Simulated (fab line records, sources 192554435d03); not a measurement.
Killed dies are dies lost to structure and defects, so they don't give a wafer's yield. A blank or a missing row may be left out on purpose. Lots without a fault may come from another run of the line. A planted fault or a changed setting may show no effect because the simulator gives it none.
fab line records | flow n5_finfet
record lots=4 wafers=12 last_day=16
route steps=1938 shown MOL_CONTACT_COAG@620 BEOL_M0_SAQP@632 BEOL_M0@726 BEOL_M4@1111
lots that met no fault: from a run of the same line without faults
start_h: hours from the record's first day to the start of the lot's first wafer shown | wait_h: hours since the lot's step before | " the same as in the row above | L1.1+2: a row that stands for several wafers | - no value, or no start given | * or withheld: withheld | < > ~ a bound
route shown NAME@n: a module of which the file shows steps, and the number in the route of the first | usual: mean/standard deviation of fault-free wafers | same: alike in all rows | chamber/n: place in a boat | sites: the reading at each site | _std_site: their standard deviation | _edge_site: outer sites' mean less inner sites' | radius_mm: how far each site lies from the wafer's centre | mask NAME#n: copy n | behind: the tool/chamber that last shaped the wafer | hold: why the lot was held/for how many hours/how that ended | device: the transistor (n, p or np) that didn't switch | end of line: the same wafers' tests at the end of the route | a step without rows: its recipe alone | killed: dies lost to structure and defects at the first sort, not the wafer's yield | map: a wafer's dies, x killed, . not, _ none there
set.NAME: the setting as run; set.NAME@STEP: as run at that earlier step | model.NAME: the simulator's own value behind a step, which no gauge read
lots at some steps of the route; a table a step, a row a wafer
services: from which hour (start_h, from the record's first day; less than 0 if before it) a tool's chamber was out of use, for how many hours, and why
## steps
# step N5_MOL_CONTACT_COAG_PRECLEAN_138
# recipe chemistry=alkaline_clean temp_c=60 time_s=60 do_ppb=50
# step N5_MOL_CONTACT_COAG_SRD_139
# recipe dry=ipa_marangoni time_s=30 temp_c=23 rinse_liquid=diw
# step N5_MOL_CONTACT_COAG_PRE_CLEAN_121
# recipe gas=H2/He time_s=* temp_c=withheld
# step N5_MOL_CONTACT_COAG_CVD_140
# recipe material=W target_thk_a=665 mode=selective_fill temp_c=300 time_s=215
# step N5_MOL_CONTACT_COAG_PRECLEAN_127
# recipe chemistry=DIW time_s=57.5 temp_c=23
# step N5_MOL_CONTACT_COAG_SRD_128
# recipe dry_time_s=32 dry=n2_spin spin_rpm=1500
# step N5_MOL_CONTACT_COAG_CMP_52
# recipe stop_on=SiO2 t_overpolish_s=1.5 post_cmp_clean=w_dilute_nh4oh down_force_psi=4 platen_rpm=50.289 pad_velocity_m_s=1.0006 target_thk_nm=66.5
# step N5_MOL_CONTACT_COAG_ANNEAL_112
# recipe temp_c=400 time_s=1800 ambient=HPD2 pressure_atm=10
# step N5_BEOL_M0_SAQP_PECVD_00
# recipe material=SiCN target_thk_a=80 temp_c=withheld precursor=3MS/NH3 pressure_torr=3 rf_w=202 time_s=14
# usual showerhead_plenum_p_Torr=3.669/0.014 throttle_valve_pct=9.1/0.36
# columns lot.wafer tool chamber start_h wait_h showerhead_plenum_p_Torr throttle_valve_pct model.SiCN_of_BEOL_M0_SAQP_PECVD_00.thk_nm
L623.1 pecvd-01 2 111.60 0.2 3.667 9.0 7.8
L623.3 " 1 " " 3.660 9.0 7.8
L623.5 " 2 " " 3.657 8.5 7.8
L627.3 pecvd-01 2 134.98 0.1 3.670 8.9 8
L627.4 " 1 " " 3.656 9.4 5.8
L627.5 " 1 " " 3.655 9.3 8.2
L628.2 pecvd-01 1 144.52 0.2 3.648 9.4 7.8
L628.4 " 1 " " 3.661 8.8 5.8
L628.5 " 2 " " 3.665 8.7 8
L637.2 pecvd-03 0 195.41 0.2 3.673 8.8 7.8
L637.5 " 0 " " 3.674 8.9 8
L637.6 " 1 " " 3.668 8.7 8
# step N5_BEOL_M0_SAQP_ILD_DEP_01
# recipe material=SiOC target_thk_a=454.19 temp_c=350 precursor=DEMS/O2 pressure_torr=5 rf_w=500 time_s=8.7
# step N5_BEOL_M0_SAQP_HM_DEP_02
# recipe material=TiN target_thk_a=120 temp_c=25 chamber_pressure_pa=0.49996
# step N5_BEOL_M0_SAQP_PECVD_03
# recipe material=SiCN target_thk_a=120 temp_c=withheld precursor=3MS/NH3 pressure_torr=3 rf_w=202 time_s=21.1
# step N5_BEOL_M0_SAQP_PECVD_96
# recipe material=a-Si target_thk_a=450 temp_c=350 precursor=SiH4/He pressure_torr=3 rf_w=100 time_s=45.2
# step N5_BEOL_M0_SAQP_PECVD_97
# recipe material=SiNx target_thk_a=230 temp_c=350 precursor=SiH4/NH3/N2 pressure_torr=1.5 rf_w=300 time_s=19.9
# step N5_BEOL_M0_SAQP_PECVD_04
# recipe material=a-Si target_thk_a=600 temp_c=350 precursor=SiH4/He pressure_torr=3 rf_w=100 time_s=60.2
# step N5_BEOL_M0_SAQP_HM_DEP_111
# recipe material=SiO2 target_thk_a=120 temp_c=400 precursor=SiH4/N2O pressure_torr=0.75 rf_w=275 time_s=7.2
# step N5_BEOL_M0_SAQP_COAT_81
# recipe resist=SOC temp_c=250 time_s=60 spin_rpm=1500 resist_thk_nm=100
# step N5_BEOL_M0_SAQP_COAT_82
# recipe resist=SiARC temp_c=220 time_s=60 spin_rpm=1500 resist_thk_nm=30
# step N5_BEOL_M0_SAQP_COAT_08
# recipe resist=CAR-ArF spin_rpm=1500 resist_thk_nm=90
# step N5_BEOL_M0_SAQP_EBR_10
# recipe solvent=PGMEA ebr_width_mm=1.5
# step N5_BEOL_M0_SAQP_SOFTBAKE_09
# recipe temp_c=110 time_s=60 resist=CAR-ArF
# step N5_BEOL_M0_SAQP_EXPOSE_11
# recipe mask_id=M0_CORE na=1.35 source_shape=dipole sigma_inner=0.538 sigma_outer=0.738 polarization=te target_cd_nm=42 dose_mj=55
# step N5_BEOL_M0_SAQP_PEB_12
# recipe peb_temp_c=withheld peb_time_s=60 resist=CAR-ArF
# step N5_BEOL_M0_SAQP_DEVELOP_13
# recipe develop_time_s=30 developer=TMAH resist=CAR-ArF dev_temp_c=23 rinse_liquid=diw dry=air_spin
# step N5_BEOL_M0_SAQP_DESCUM_19
# recipe chemistry=O2 time_s=7.9 source_power_w=50 bias_power_w=20 pressure_mtorr=20 rf_frequency_hz=2.712e+07 temp_c=40 resist=CAR-ArF o2_flow_sccm=225
# step N5_BEOL_M0_SAQP_ETCH_83
# recipe chemistry=CF4 target=SiARC target_depth_a=390 mask_material=CAR-ArF time_s=65 ion_energy_ev=80 pressure_mtorr=40 source_w=545 bias_w=36 Ar_flow_sccm=100 cf4_flow_sccm=100 ends=cleared
# step N5_BEOL_M0_SAQP_ETCH_84
# recipe chemistry=N2/H2 target=SOC target_depth_a=1000 overetch_a=200 mask_material=SiARC temp_c=40 time_s=150 ion_energy_ev=200 pressure_mtorr=30 source_w=840 bias_w=150 n2_flow_sccm=200 h2_flow_sccm=200
# step N5_BEOL_M0_SAQP_STRIP_80
# recipe chemistry=N2/H2 temp_c=40 n2_flow_sccm=200 h2_flow_sccm=200 rf_frequency_hz=6e+07
# step N5_BEOL_M0_SAQP_HM_OPEN_112
# recipe chemistry=CHF3/O2 target=SiO2 stop_on=a-Si target_depth_a=120 over_etch_frac=1.25 mask_material=SOC time_s=13.5 pressure_mtorr=30 source_w=650 bias_w=170 Ar_flow_sccm=200 CHF3_flow_sccm=50 O2_flow_sccm=5 ion_energy_ev=200 ends=end_point
# step N5_BEOL_M0_SAQP_STRIP_113
# recipe chemistry=CHF3/O2 resist=SiARC rf_frequency_hz=6e+07
# step N5_BEOL_M0_SAQP_MANDREL_ETCH_20
# recipe target_depth_a=600 chemistry=HBr/Cl2 target=a-Si stop_on=SiNx bt_time_s=10 mask_material=SOC over_etch_frac=0.5 time_s=30 pressure_mtorr=10 icp_w=800 bias_w=75 HBr_flow_sccm=150 Cl2_flow_sccm=80 ends=end_point
# step N5_BEOL_M0_SAQP_STRIP_86
# recipe chemistry=N2/H2 power_w=500 temp_c=40 pressure_mtorr=50 rf_frequency_hz=6e+07 overash_fraction=0.3 bias_power_w=28 h2_frac=0.5 n2_flow_sccm=300 h2_flow_sccm=300
# step N5_BEOL_M0_SAQP_STRIP_115
# recipe chemistry=post_etch_residue_remover time_s=60 temp_c=25 remover_ph=withheld remover_water_wt_pct=withheld remover_fluoride_wt_pct=withheld
# step N5_BEOL_M0_SAQP_SRD_93
# recipe dry=ipa_marangoni time_s=30 temp_c=23 rinse_liquid=diw
# step N5_BEOL_M0_ETCH_109
# recipe chemistry=CH3F/O2 target_depth_a=80 overetch_a=24 target=SiCN time_s=27.4 ion_energy_ev=120 pressure_mtorr=30 source_w=395 bias_w=75 Ar_flow_sccm=150 CH3F_flow_sccm=30 O2_flow_sccm=20
# usual drypump_motor_current_A=5.6/0.45 mfc_ar_sccm=150.0/0.47 oes_product_au=0.66/0.065 rf_vpp_V=297.6/1.8 showerhead_plenum_p_Torr=2.02/0.075 throttle_valve_pct=16.28/0.19
# columns lot.wafer tool chamber start_h wait_h drypump_motor_current_A mfc_ar_sccm oes_product_au rf_hours_counter_h rf_vpp_V showerhead_plenum_p_Torr throttle_valve_pct model.etch.depth_nm
L623.1 rie_diel-01 0 123.51 0.3 4.9 149.8 0.62 175 296.9 2.00 16.39 7.7
L623.3 " 2 " " 6.4 150.5 0.77 26 300.2 2.14 16.14 7.87
L623.5 " 2 " " 6.4 150.4 0.77 - 300.8 2.14 16.15 7.881
L627.3 rie_diel-01 2 144.51 0.2 6.4 149.9 0.76 35 299.5 2.14 16.15 8.094
L627.4 " 1 " " 5.3 149.6 0.51 233 296.9 1.96 16.49 5.78
L627.5 " 2 " " 6.4 149.1 0.77 - 299.4 2.14 16.16 8.123
L628.2 rie_diel-02 1 155.27 0.0 5.7 149.2 0.67 125 294.6 1.94 16.22 7.885
L628.4 " 3 " " 5.7 149.7 0.51 225 298.6 2.07 16.28 5.855
L628.5 " 3 " " 5.7 149.8 0.59 - 299.2 2.07 16.28 7.943
L637.2 rie_diel-02 3 205.50 0.3 5.7 149.8 0.59 242 296.4 2.07 16.31 7.8
L637.5 " 0 " " 5.3 149.7 0.62 - 296.1 2.00 16.27 7.918
L637.6 " 3 " " 5.6 150.0 0.59 - 299.2 2.07 16.30 8.002
# step N5_BEOL_M4_RC_MEAS_101
# usual DIBL_N=36.7/1.8 DIBL_P=37.0/2.4 IOFF_N=0.17/0.036 IOFF_P=0.22/0.042 ION_N=673/12 ION_P=462/8.5 SS_N=71.7/0.62 SS_P=73.4/0.65 VT_N=250/3.7 VT_P=-250/3.7
# columns lot.wafer tool chamber start_h wait_h DIBL_N[mV/V] DIBL_P[mV/V] IOFF_N[nA/um] IOFF_P[nA/um] ION_N[uA/um] ION_P[uA/um] SS_N[mV/dec] SS_P[mV/dec] VT_N[mV] VT_P[mV]
L623.1 prober-02 0 188.41 0.0 39.1 40.7 0.22 0.28 691 466 72.4 74.2 246 -246
L623.3 " 0 " " 36.9 37.5 0.17 0.22 682 458 71.5 74.2 248 -248
L623.5 " 0 " " 37.7 38.7 0.18 0.22 676 456 72.0 73.9 249 -250
L627.3 prober-01 0 204.87 0.3 35.7 35.7 0.14 0.19 654 454 71.3 73.6 253 -254
L627.4 " 0 " " 37.8 38.5 0.18 0.23 671 456 71.4 74.5 249 -249
L627.5 " 0 " " 35.2 35.1 0.13 0.17 659 448 70.6 72.5 255 -255
L628.2 prober-01 0 233.38 0.2 35.0 34.8 0.13 0.18 665 455 71.8 72.8 254 -251
L628.4 " 0 " " 38.1 37.4 0.18 0.21 667 456 72.5 73.4 249 -250
L628.5 " 0 " " 36.5 36.2 0.16 0.20 670 456 70.9 73.3 251 -251
L637.2 prober-02 0 270.03 0.2 39.2 42.2 0.26 0.34 694 479 71.5 74.5 244 -242
L637.5 " 0 " " 38.5 41.4 0.24 0.31 704 479 72.3 73.5 242 -242
L637.6 " 0 " " 38.1 39.3 0.20 0.28 684 472 71.8 73.9 247 -245
## services
# columns tool chamber start_h hours kind
pecvd-01 - 124.76 0.7 repair
pecvd-03 - 127.47 1.0 repair
pecvd-03 1 129.55 5.0 scheduled_down
pecvd-01 0 130.28 5.4 repair
pecvd-03 0 179.86 2.1 scheduled_down
pecvd-03 0 183.21 5.5 scheduled_down
rie_diel-01 1 192.52 - clean
rie_diel-01 1 192.52 - consumable_replace:focus_ring
pecvd-03 - 196.68 14.6 pm
## key
first_sign none at tools or gauges
model_effect step=N5_BEOL_M0_SAQP_PECVD_00 value=SiCN_of_BEOL_M0_SAQP_PECVD_00.thk_nm without=8.1 struck=5.8
model_effect step=N5_BEOL_M0_ETCH_109 value=etch.depth_nm without=8.082 struck=5.817
met_at N5_BEOL_M0_SAQP_PECVD_00
struck_wafers L627.4,L628.4
onset_between 111.60 134.98
fault kind=process_parameter_drift tool=pecvd-01 chamber=- onset_h=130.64 steps=N5_BEOL_M0_SAQP_PECVD_00 channel=time_s offset=* shape=step end_h=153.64 scope=struck_wafers_only acts_in=* stated=*
